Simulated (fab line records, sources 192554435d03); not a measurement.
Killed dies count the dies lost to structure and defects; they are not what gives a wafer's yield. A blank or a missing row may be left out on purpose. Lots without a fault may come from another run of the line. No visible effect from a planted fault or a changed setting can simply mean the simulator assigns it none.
Code-filled problem report in 8D (eight disciplines) form | flow n5 finfet | the parts of the form that need people (team, actions taken, sign-off) are left out

## 1. THE ISSUE
killed at contacts at N5_PASSIVATION_PROBE_49 reads a mean of 114 on 2 wafers of 1 lot; wafers without a fault read 13 with a standard deviation of 6. Measured from the usual mean, that is +17 standard deviations.
Earliest sighting: wafer L582.4 on prober-01 at day 14 19:38. Wafers with a number at this step in the record: 21, from 7 lots. The rule behind "out" and "out of limits": a value lying over 4 standard deviations away from the usual mean. All remaining wafers that have a number are taken as sound.

## 2. WHAT THIS IS AND IS NOT
question                    | is                 | is not
which readings at this step | killed at contacts | killed_at_M0_to_M3, killed_at_M4_up, killed at front end, killed at other, killed short, sort_bin_4_leakage, sort_bin_6_memory, sort_bin_8_speed
which lots                  | L582               | L573, L574, L576, L578, L586, L595
which wafers of those lots  | L582.4, L582.6     | L582.3
read on which tools         | prober-01          | prober-02
when                        | from day 14 19:38  | up to then (13 sound wafers); but 6 sound wafers of L586, L595 came after

## 3. WHAT RULES OUT EACH SUSPECT
Counting: any tool at a process step up to the reading remains a suspect provided it ran every lot that is out. Sound lots after the first of them don't rule it out here, since some wafers of a struck lot are sound.
- rie diel-04 at N5_MOL_CONTACT_COAG_ETCH_110 (etches Si in CF4/O2, target depth 2.5 nm, time 8 s): kept. L582, the lot that is out, went through it at day 6 21:44; up to then, the latest sound lot through it was L573 at day 4 15:45.
- rie diel-01 at N5_PASSIVATION_PASS_ETCH_74 (etches SiNx in CF4/O2, target depth 220 nm, time 110 s): kept. L582, the lot that is out, went through it at day 14 12:29; up to then, the latest sound lot through it was L578 at day 13 17:09.
- pecvd-03 at N5_PASSIVATION_PECVD_35 (deposits SiNx from SiH4/NH3/N2, target thk 700 nm, time 151.3 s): kept. It ran the lot that is out, L582 (day 14 15:53).
- rie diel-03 at N5_PASSIVATION_DESCUM_46 (chemistry O2, time 7.9 s): kept. L582, the lot that is out, went through it at day 14 16:26; up to then, the latest sound lot through it was L578 at day 13 20:55.
- prober-01 at N5_PASSIVATION_PROBE_49: kept. L582, the lot that is out, went through it at day 14 19:35; up to then, the latest sound lot through it was L578 at day 13 23:58. Its own killed at contacts readings are out on those wafers.
- The sound lot-mates ran in chamber 3 of rie diel-04 at N5_MOL_CONTACT_COAG_ETCH_110, but the wafers that are out ran in chamber 1.
- Within rie diel-01 at N5_PASSIVATION_PASS_ETCH_74: the wafers that are out ran in chambers 2, 3; their sound lot-mates ran in chamber 1.
- Within pecvd-03 at N5_PASSIVATION_PECVD_35: the wafers that are out ran in chambers 0, 2; their sound lot-mates ran in chamber 1.
- Within rie diel-03 at N5_PASSIVATION_DESCUM_46: the wafers that are out ran in chambers 2, 3; their sound lot-mates ran in chamber 1.
Left after counting: rie diel-04 at N5_MOL_CONTACT_COAG_ETCH_110, rie diel-01 at N5_PASSIVATION_PASS_ETCH_74, pecvd-03 at N5_PASSIVATION_PECVD_35, rie diel-03 at N5_PASSIVATION_DESCUM_46, prober-01 at N5_PASSIVATION_PROBE_49.

## 4. THE CAUSE (what the simulator had put in)
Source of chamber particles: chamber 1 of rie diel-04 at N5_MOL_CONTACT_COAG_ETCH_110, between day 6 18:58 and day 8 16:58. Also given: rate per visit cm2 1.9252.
5 suspects survive the count, and this tool is in that group.

## 5. SEQUENCE OF EFFECTS, ordered by route
Each row: a reading where the mean over the struck wafers with a number is more than 3 standard deviations away from the usual. Scope: only readings with a usual standard deviation given in the record; hours: median across lots of the time from each lot's start at the first step in this table that gives one to its start at this step; sigmas: change in usual standard deviations.
hours | step                    | reading              | usual  | on struck wafers | change | sigmas
0     | N5_PASSIVATION_PROBE_49 | defect limited yield | 91.2 % | 83.4             | -7.8   | -4.9
0     | N5_PASSIVATION_PROBE_49 | killed at contacts   | 13     | 114              | +102   | +17
0     | N5_PASSIVATION_PROBE_49 | killed dies          | 104    | 196              | +92    | +5.1
0     | N5_PASSIVATION_PROBE_49 | killed on rim        | 14     | 28               | +14    | +3.2
0     | N5_PASSIVATION_PROBE_49 | sort_bin_5_function  | 5.1 %  | 8.8              | +3.8   | +3.4
0     | N5_PASSIVATION_PROBE_49 | sort n pass          | 1076   | 984              | -92    | -5.1
0     | N5_PASSIVATION_PROBE_49 | sort yield pct       | 91.2 % | 83.4             | -7.8   | -4.9
Its process steps:
- N5_PASSIVATION_PROBE_49

## 6. HOW IT WOULD HAVE BEEN CAUGHT EARLIER
In this record the first reading out of limits was taken at day 14 19:38, 193 hours after the fault began at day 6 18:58.
No tool reading at N5_MOL_CONTACT_COAG_ETCH_110 that has a usual standard deviation in the record was out on any struck wafer, so an alarm limit of 4 standard deviations on those readings would not have fired.
Each of the lots that are out, 1 in all, had begun N5_MOL_CONTACT_COAG_ETCH_110 on rie diel-04 no later than day 14 19:38. Tool hold at that time: it would have spared none of them.
